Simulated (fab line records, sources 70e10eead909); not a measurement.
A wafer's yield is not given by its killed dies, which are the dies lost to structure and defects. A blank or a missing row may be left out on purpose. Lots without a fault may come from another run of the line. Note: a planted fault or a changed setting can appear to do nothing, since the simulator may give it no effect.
Chamber matching + flow nand_harc + 3 sister chambers for NHARC_A_CHANNEL_FILL_D1_ALD_25 on ald_hk-01
The step deposits SiOx, target thk 60 nm, pulse time 10 s, ald cycles 600. 6 wafers are shown with their chamber, then 7 later ones without.

WAFERS WITH THEIR CHAMBER
| wafer  | chamber | heater_power_w (W) | precursor_pulse_height_rel |
|--------|---------|--------------------|----------------------------|
| L083.1 | 0       | 464                | 0.954                      |
| L085.4 | 2       | 525                | 1.029                      |
| L085.6 | 0       | 471                | 0.986                      |
| L088.4 | 2       | 531                | 0.993                      |
| L088.6 | 1       | 440                | 1.031                      |
| L090.2 | 1       | 442                | 1.022                      |

WAFERS WHOSE CHAMBER IS MISSING
| wafer  | heater_power_w (W) | precursor_pulse_height_rel |
|--------|--------------------|----------------------------|
| L090.4 | 465                | 1.007                      |
| L093.1 | 449                | 0.993                      |
| L093.2 | 528                | 1.010                      |
| L093.5 | 454                | 0.974                      |
| L096.1 | 474                | 0.991                      |
| L096.3 | 464                | 0.986                      |
| L096.5 | 531                | 0.980                      |

CHAMBER TAKEN BY EACH
| wafer  | from the rows above     | in truth                   |
|--------|-------------------------|----------------------------|
| L090.4 | 0                       | 0                          |
| L093.1 | 1                       | 1                          |
| L093.2 | 2                       | 2                          |
| L093.5 | can't be placed: 0 or 1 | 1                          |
| L096.1 | 0                       | 0                          |
| L096.3 | 0                       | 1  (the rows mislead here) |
| L096.5 | 2                       | 2                          |
Placed correctly: 5 of 7. From these rows, 1 cannot be placed; in 1 the true chamber is one of the candidates. 1 placed wrongly.
How it was worked out, from the rows above alone: a wafer's distance from a chamber is the root of the sum, over the readings, of the square of ((its reading less the chamber's mean) divided by the reading's scatter). If the next closest chamber is less than 2 further off than the closest, the wafer can't be placed; otherwise it belongs to the closest. Each chamber's mean is taken over the wafers shown for it. The scatter: the root of (the sum of the squares of (reading less its chamber's mean) over the shown wafers, divided by (wafers less chambers)).
